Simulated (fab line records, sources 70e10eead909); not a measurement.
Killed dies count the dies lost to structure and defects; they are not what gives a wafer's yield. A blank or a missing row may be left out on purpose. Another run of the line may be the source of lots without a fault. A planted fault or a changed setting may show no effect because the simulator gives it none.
Which tool did it? ; flow nand harc ; Sampling: 12 lots, 36 wafers, 4 of 1302 route steps

## WHAT THE GAUGES READ, wafer by wafer
The record holds no reading of a measuring or inspecting step that can be judged against a usual standard deviation.

## WHAT TOOL EACH LOT RAN ON (gives the tool, then ch and the chambers of the sampled wafers, and finally the start)
lot;NHARC_A_STAIRCASE_HM_DEP_456;NHARC_A_STAIRCASE_STRIP_274;NHARC_A_STAIRCASE_DEP_301;NHARC_A_STAIRCASE_ETCH_313
L372;acl dep-03 ch 0, day 16 10:55;rie diel-07 ch 0,1, day 17 11:28 or earlier;pecvd-04 ch 0,1,2, day 17 11:28;rie diel-10 ch 0,2,3, day 17 12:23
L374;acl dep-02 ch 0, day 18 00:15;rie diel-07 ch 1,3, day 18 13:41 or earlier;pecvd-02 ch 0,1, day 18 13:41;rie diel-07 ch 1,3, day 18 14:46
L376;acl dep-01 ch 0, day 18 08:46;rie diel-07 ch 0,2, day 18 21:08 or earlier;pecvd-04 ch 0,2, day 18 21:08;rie diel-08 ch 1,2,3, day 18 22:12
L375;acl dep-03 ch 0, day 18 10:25;rie diel-08 ch 1,2,3, day 18 23:32 or earlier;pecvd-04 ch 0,1,2, day 18 23:32;rie diel-10 ch 0,1, day 19 00:32
L377;acl dep-02 ch 0, day 19 12:44;rie diel-07 ch 0,1,3, day 20 06:25 or earlier;pecvd-02 ch 0,1,2, day 20 06:25;rie diel-08 ch 0,3, day 20 07:16
L382;acl dep-02 ch 0, day 21 15:44;rie diel-10 ch 0,1, day 22 07:34 or earlier;pecvd-03 ch 0,1,2, day 22 07:34;rie diel-08 ch 0,1,2, day 22 09:56
L384;acl dep-02 ch 0, day 21 16:58;rie diel-07 ch 0,2,3, day 22 08:38 or earlier;pecvd-03 ch 0,1,2, day 22 08:38;rie diel-07 ch 0,1,2, day 22 10:02
L388;acl dep-03 ch 0, day 23 01:19;rie diel-08 ch 0,1,2, day 23 15:49 or earlier;pecvd-04 ch 0,1,2, day 23 15:49;rie diel-08 ch 0,2,3, day 23 16:53
L389;acl dep-02 ch 0, day 24 01:29;rie diel-07 ch 1,2,3, day 24 15:04 or earlier;pecvd-04 ch 0,1,2, day 24 15:04;rie diel-10 ch 1,2,3, day 24 16:52
L391;acl dep-03 ch 0, day 25 02:26;rie diel-10 ch 0,3, day 25 15:41 or earlier;pecvd-04 ch 0,2, day 25 15:41;rie diel-10 ch 0,1,2, day 25 16:44
L392;acl dep-02 ch 0, day 25 20:57;rie diel-07 ch 0,1,2, day 26 12:22 or earlier;pecvd-03 ch 0,1,2, day 26 12:22;rie diel-10 ch 1,2,3, day 26 13:19
L393;acl dep-03 ch 0, day 25 21:04;rie diel-08 ch 0,2,3, day 26 14:13 or earlier;pecvd-04 ch 0,1,2, day 26 14:13;rie diel-10 ch 1,2,3, day 26 15:17
- NHARC_A_STAIRCASE_HM_DEP_456: deposits aC, target thk 3100 nm.
- NHARC_A_STAIRCASE_STRIP_274: strips in O2.
- NHARC_A_STAIRCASE_DEP_301: deposits SiON, target thk 30 nm.
- NHARC_A_STAIRCASE_ETCH_313: etches the open film in CF4/CHF3.

## AS READ BY THE TOOLS THEMSELVES (means over the sampled wafers that have a number; for cases with no such wafer, the mark the record gives instead)
NHARC_A_STAIRCASE_HM_DEP_456.
lot;tool;throttle valve pct (%)
L372;acl dep-03;35.001
L374;acl dep-02;34.994
L376;acl dep-01;34.995
L375;acl dep-03;35.003
L377;acl dep-02;35.005
L382;acl dep-02;34.989
L384;acl dep-02;34.996
L388;acl dep-03;35.003
L389;acl dep-02;35.008
L391;acl dep-03;35.001
L392;acl dep-02;34.995
L393;acl dep-03;34.999

NHARC_A_STAIRCASE_STRIP_274.
lot;tool;drypump motor current A (A);o2 flow sccm (sccm);oes product au (a.u.);rf vpp V (V);showerhead plenum p Torr (Torr);throttle valve pct (%)
L372;rie diel-07;5.8;500.0;0.993;57.6;3.42;17.035
L374;rie diel-07;5.3;500.0;0.997;56.8;3.55;17.036
L376;rie diel-07;6.1;500.3;0.983;57.9;3.63;17.036
L375;rie diel-08;6.3;498.7;1.010;58.1;3.51;17.030
L377;rie diel-07;5.6;501.1;0.985;58.1;3.44;17.037
L382;rie diel-10;5.4;500.1;1.007;57.3;3.44;17.036
L384;rie diel-07;5.9;500.6;0.998;57.1;3.48;17.044
L388;rie diel-08;6.4;499.3;1.006;58.6;3.60;17.032
L389;rie diel-07;5.7;497.9;0.998;58.6;3.57;17.044
L391;rie diel-10;5.5;500.7;1.001;57.2;3.35;17.037
L392;rie diel-07;5.8;500.6;1.001;58.3;3.55;17.031
L393;rie diel-08;6.1;499.2;0.999;57.6;3.57;17.037

NHARC_A_STAIRCASE_DEP_301.
lot;tool;heater power w (W);rf fwd power W (W);showerhead vpp V (V)
L372;pecvd-04;707;348.2;1147
L374;pecvd-02;762;349.5;1182
L376;pecvd-04;683;349.7;1134
L375;pecvd-04;683;348.7;1147
L377;pecvd-02;686;347.8;1175
L382;pecvd-03;658;301.9;1082
L384;pecvd-03;718;302.0;1076
L388;pecvd-04;747;348.8;1130
L389;pecvd-04;756;348.4;1140
L391;pecvd-04;650;349.6;1118
L392;pecvd-03;673;348.8;1188
L393;pecvd-04;669;347.9;1147

NHARC_A_STAIRCASE_ETCH_313.
lot;tool;drypump motor current A (A);oes product au (a.u.);rf vpp V (V);showerhead plenum p Torr (Torr);throttle valve pct (%)
L372;rie diel-10;5.5;0.927;369.0;1.50;16.807
L374;rie diel-07;5.3;0.918;370.7;1.58;16.803
L376;rie diel-08;6.3;0.933;370.6;1.56;16.805
L375;rie diel-10;5.4;0.948;370.1;1.56;16.811
L377;rie diel-08;5.8;0.932;370.3;1.56;16.805
L382;rie diel-08;6.3;0.936;372.3;1.61;16.810
L384;rie diel-07;5.8;0.932;371.6;1.59;16.800
L388;rie diel-08;6.0;0.922;371.1;1.59;16.804
L389;rie diel-10;5.4;0.926;368.8;1.51;16.802
L391;rie diel-10;5.5;0.933;368.4;1.51;16.802
L392;rie diel-10;5.4;0.965;370.3;1.59;16.798
L393;rie diel-10;5.5;0.975;371.4;1.58;16.793

## THE ANSWER, worked out from the rows above alone
Rule: usual is defined by the lots themselves. The widest of any qualifying gaps counts: lots, ordered by their means at a reading, are off when they make up no more than a third of the lots, leave a main group of 4 or more, and stand apart from it by 3 or more times the standard deviation of that group's means. A main group is skipped when, at the precision printed for the reading in the tables above, its means are all equal. A lot without any number at a reading at which 4 lots or more have one is off too. Where the step has rows for the other lots, those lots are counted as sound. Order of review: gauges by route order, followed by the tools' own readings, for which a lot's mean as printed above is used. At the first step where some lot is off, the reading lying furthest off is the one used; lots without a number count as furthest.
Off: L382, L384, at NHARC_A_STAIRCASE_DEP_301 (rf fwd power W). Main group: mean 348.7 W, sd 0.65.
A tool fits if, at that step or a process step before it, it ran every lot that is off, and no sound lot after the first of them. With no start given for some of its lots, NHARC_A_STAIRCASE_STRIP_274 uses the hours and lot order of NHARC_A_STAIRCASE_DEP_301. None of those tried fits.

## WHAT THE SIMULATOR HAD INSERTED
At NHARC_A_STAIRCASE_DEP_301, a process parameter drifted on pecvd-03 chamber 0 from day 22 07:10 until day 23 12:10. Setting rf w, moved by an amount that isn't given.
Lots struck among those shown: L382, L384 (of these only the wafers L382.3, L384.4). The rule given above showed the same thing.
